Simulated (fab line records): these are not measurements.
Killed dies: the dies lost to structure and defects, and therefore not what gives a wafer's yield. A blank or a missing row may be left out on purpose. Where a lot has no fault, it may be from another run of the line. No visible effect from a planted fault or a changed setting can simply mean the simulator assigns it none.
Chamber matching :: flow nand_harc :: NHARC_A_BLC_CMP_25 on cmp-02 has 4 sister chambers
The step polishes, t overpolish 30 s, target thk 150 nm. 20 wafers are shown with their chamber, then 10 later ones without.

WAFERS, EACH WITH ITS CHAMBER
wafer: L077.1
chamber: 0
motor_current_A (A): 10.5
time_to_endpoint_s (s): 26.5
overpolish_run_s (s): 30.003

wafer: L077.5
chamber: 0
motor_current_A (A): 10.6
time_to_endpoint_s (s): 26.8
overpolish_run_s (s): 29.996

wafer: L077.6
chamber: 3
motor_current_A (A): 13.6
time_to_endpoint_s (s): 23.2
overpolish_run_s (s): 30.009

wafer: L078.1
chamber: 2
motor_current_A (A): 13.4
time_to_endpoint_s (s): 35.9
overpolish_run_s (s): 29.997

wafer: L078.3
chamber: 3
motor_current_A (A): 13.5
time_to_endpoint_s (s): 28.9
overpolish_run_s (s): 30.011

wafer: L078.5
chamber: 0
motor_current_A (A): 10.6
time_to_endpoint_s (s): 34.2
overpolish_run_s (s): 29.996

wafer: L084.3
chamber: 3
motor_current_A (A): 13.2
time_to_endpoint_s (s): 29.1
overpolish_run_s (s): 29.994

wafer: L084.4
chamber: 2
motor_current_A (A): 12.7
time_to_endpoint_s (s): 31.6
overpolish_run_s (s): 29.990

wafer: L084.5
chamber: 3
motor_current_A (A): 13.7
time_to_endpoint_s (s): 29.7
overpolish_run_s (s): 29.994

wafer: L083.1
chamber: 3
motor_current_A (A): 13.1
time_to_endpoint_s (s): 25.9
overpolish_run_s (s): 29.992

wafer: L083.2
chamber: 0
motor_current_A (A): 10.0
time_to_endpoint_s (s): 30.0
overpolish_run_s (s): 29.991

wafer: L083.4
chamber: 1
motor_current_A (A): 11.8
time_to_endpoint_s (s): 31.2
overpolish_run_s (s): 29.993

wafer: L085.3
chamber: 1
motor_current_A (A): 11.8
time_to_endpoint_s (s): 31.9
overpolish_run_s (s): 29.998

wafer: L085.4
chamber: 0
motor_current_A (A): 11.0
time_to_endpoint_s (s): 28.6
overpolish_run_s (s): 29.997

wafer: L085.6
chamber: 2
motor_current_A (A): 13.3
time_to_endpoint_s (s): 30.3
overpolish_run_s (s): 29.987

wafer: L079.1
chamber: 0
motor_current_A (A): 10.8
time_to_endpoint_s (s): 30.7
overpolish_run_s (s): 30.003

wafer: L079.3
chamber: 1
motor_current_A (A): 11.6
time_to_endpoint_s (s): 34.4
overpolish_run_s (s): 30.017

wafer: L079.5
chamber: 2
motor_current_A (A): 13.2
time_to_endpoint_s (s): 31.1
overpolish_run_s (s): 29.998

wafer: L088.3
chamber: 3
motor_current_A (A): 13.3
time_to_endpoint_s (s): 29.7
overpolish_run_s (s): 30.000

wafer: L088.4
chamber: 2
motor_current_A (A): 13.7
time_to_endpoint_s (s): 33.0
overpolish_run_s (s): 30.006

SIGNATURES, as means of the wafers listed above
reading: motor_current_A
chamber 0: 10.583
chamber 1: 11.733
chamber 2: 13.260
chamber 3: 13.400
scatter within a chamber: 0.297

reading: time_to_endpoint_s
chamber 0: 29.467
chamber 1: 32.500
chamber 2: 32.380
chamber 3: 27.750
scatter within a chamber: 2.51

reading: overpolish_run_s
chamber 0: 29.99767
chamber 1: 30.00267
chamber 2: 29.99560
chamber 3: 30.00000
scatter within a chamber: 0.00785
Rule: distance of a wafer from a chamber = root of the sum over the readings of ((wafer's reading minus chamber's mean) / reading's scatter) squared. If the next closest chamber is less than 2 further off than the closest, the wafer can't be placed; otherwise it belongs to the closest. The scatter is the square root of a quotient: the sum, over the shown wafers, of each reading's squared deviation from its chamber's mean, divided by wafers minus chambers.

WAFERS WITH NO CHAMBER GIVEN
wafer: L088.5
motor_current_A (A): 12.0
time_to_endpoint_s (s): 30.9
overpolish_run_s (s): 29.992

wafer: L089.4
motor_current_A (A): 10.5
time_to_endpoint_s (s): 32.0
overpolish_run_s (s): 30.001

wafer: L089.5
motor_current_A (A): 12.8
time_to_endpoint_s (s): 28.9
overpolish_run_s (s): 29.989

wafer: L089.6
motor_current_A (A): 10.9
time_to_endpoint_s (s): 29.7
overpolish_run_s (s): 29.978

wafer: L093.1
motor_current_A (A): 13.3
time_to_endpoint_s (s): 29.7
overpolish_run_s (s): 29.992

wafer: L093.2
motor_current_A (A): 12.9
time_to_endpoint_s (s): 25.4
overpolish_run_s (s): 30.008

wafer: L093.5
motor_current_A (A): 10.8
time_to_endpoint_s (s): 27.0
overpolish_run_s (s): 30.021

wafer: L096.3
motor_current_A (A): 10.6
time_to_endpoint_s (s): 28.4
overpolish_run_s (s): 30.009

wafer: L096.5
motor_current_A (A): 13.1
time_to_endpoint_s (s): 25.8
overpolish_run_s (s): 30.001

wafer: L096.6
motor_current_A (A): 10.5
time_to_endpoint_s (s): 29.4
overpolish_run_s (s): 30.006

WHICH CHAMBER EACH ONE RAN IN
wafer: L088.5
from the rows above: 1
in truth: 1

wafer: L089.4
from the rows above: 0
in truth: 0

wafer: L089.5
from the rows above: can't be placed: 2 or 3
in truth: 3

wafer: L089.6
from the rows above: can't be placed: 0 or 1
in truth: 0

wafer: L093.1
from the rows above: can't be placed: 2 or 3
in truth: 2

wafer: L093.2
from the rows above: can't be placed: 3 or 2
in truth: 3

wafer: L093.5
from the rows above: can't be placed: 0 or 1
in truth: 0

wafer: L096.3
from the rows above: 0
in truth: 0

wafer: L096.5
from the rows above: can't be placed: 3 or 2
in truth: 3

wafer: L096.6
from the rows above: 0
in truth: 0
Placed correctly: 4 of 10. From these rows, 6 cannot be placed; in 6 the true chamber is one of the candidates. Number placed wrongly: 0.
